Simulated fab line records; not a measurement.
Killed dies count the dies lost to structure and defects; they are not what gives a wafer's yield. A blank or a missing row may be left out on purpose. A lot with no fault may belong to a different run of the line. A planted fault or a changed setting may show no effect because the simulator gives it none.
Matching of chambers + flow nandHarc + NHARC_P_M2_DESCUM_14 on rieDiel-10: 4 sister chambers
The step chemistry O2, time 3 s. 14 wafers are shown with their chamber, then 7 later ones without.

## WAFERS PAIRED WITH THEIR CHAMBERS
| wafer  | chamber | showerheadPlenumPTorr (Torr) | drypumpMotorCurrentA (A) | oesProductAu (a.u.) |
|--------|---------|------------------------------|--------------------------|---------------------|
| L074.1 | 1       | 1.96                         | 5.8                      | 1.005               |
| L074.3 | 0       | 1.79                         | 5.9                      | 0.987               |
| L074.5 | 0       | 1.79                         | 5.9                      | 1.001               |
| L077.4 | 2       | 2.04                         | 4.8                      | 0.992               |
| L077.5 | 0       | 1.79                         | 5.8                      | 0.990               |
| L077.6 | 1       | 1.96                         | 5.8                      | 1.024               |
| L078.1 | 3       | 1.80                         | 5.7                      | 0.994               |
| L078.3 | 1       | 1.96                         | 5.8                      | 1.010               |
| L078.6 | 3       | 1.80                         | 5.7                      | 0.997               |
| L079.3 | 2       | 2.03                         | 4.8                      | 0.990               |
| L079.5 | 2       | 2.03                         | 4.7                      | 0.996               |
| L079.6 | 3       | 1.80                         | 5.7                      | 1.007               |
| L081.2 | 0       | 1.79                         | 5.8                      | 0.998               |
| L081.4 | 3       | 1.80                         | 5.7                      | 0.993               |

SIGNATURES (averages over the wafers above)
| reading               | chamber 0 | chamber 1 | chamber 2 | chamber 3 | scatter within a chamber |
|-----------------------|-----------|-----------|-----------|-----------|--------------------------|
| showerheadPlenumPTorr | 1.7900    | 1.9600    | 2.0333    | 1.8000    | 0.00258                  |
| drypumpMotorCurrentA  | 5.850     | 5.800     | 4.767     | 5.700     | 0.0408                   |
| oesProductAu          | 0.99400   | 1.01300   | 0.99267   | 0.99775   | 0.00682                  |
Rule: distance of a wafer from a chamber = root of the sum over the readings of ((wafer's reading minus chamber's mean) / reading's scatter) squared. If the next closest chamber is less than 2 further off than the closest, the wafer can't be placed; otherwise it belongs to the closest. How the scatter is found: for the shown wafers, subtract from each reading the mean of its chamber, square and add these, divide the total by (wafers less chambers), then take the root.

## WAFERS WHOSE CHAMBER IS MISSING
| wafer  | showerheadPlenumPTorr (Torr) | drypumpMotorCurrentA (A) | oesProductAu (a.u.) |
|--------|------------------------------|--------------------------|---------------------|
| L081.5 | 1.80                         | 5.7                      | 0.992               |
| L090.4 | 1.80                         | 5.7                      | 1.009               |
| L090.5 | 1.78                         | 5.8                      | 0.999               |
| L090.6 | 1.80                         | 5.7                      | 1.001               |
| L093.3 | 2.03                         | 4.7                      | 0.984               |
| L093.4 | 1.78                         | 5.8                      | 0.997               |
| L093.6 | 2.03                         | 4.8                      | 0.978               |

## CHAMBER TAKEN BY EACH
| wafer  | from the rows above | in truth |
|--------|---------------------|----------|
| L081.5 | 3                   | 3        |
| L090.4 | 3                   | 3        |
| L090.5 | 0                   | 0        |
| L090.6 | 3                   | 3        |
| L093.3 | 2                   | 2        |
| L093.4 | 0                   | 0        |
| L093.6 | 2                   | 2        |
Correct placement for 7 of the 7. Left unplaced by these rows: 0. Wrongly placed: 0.
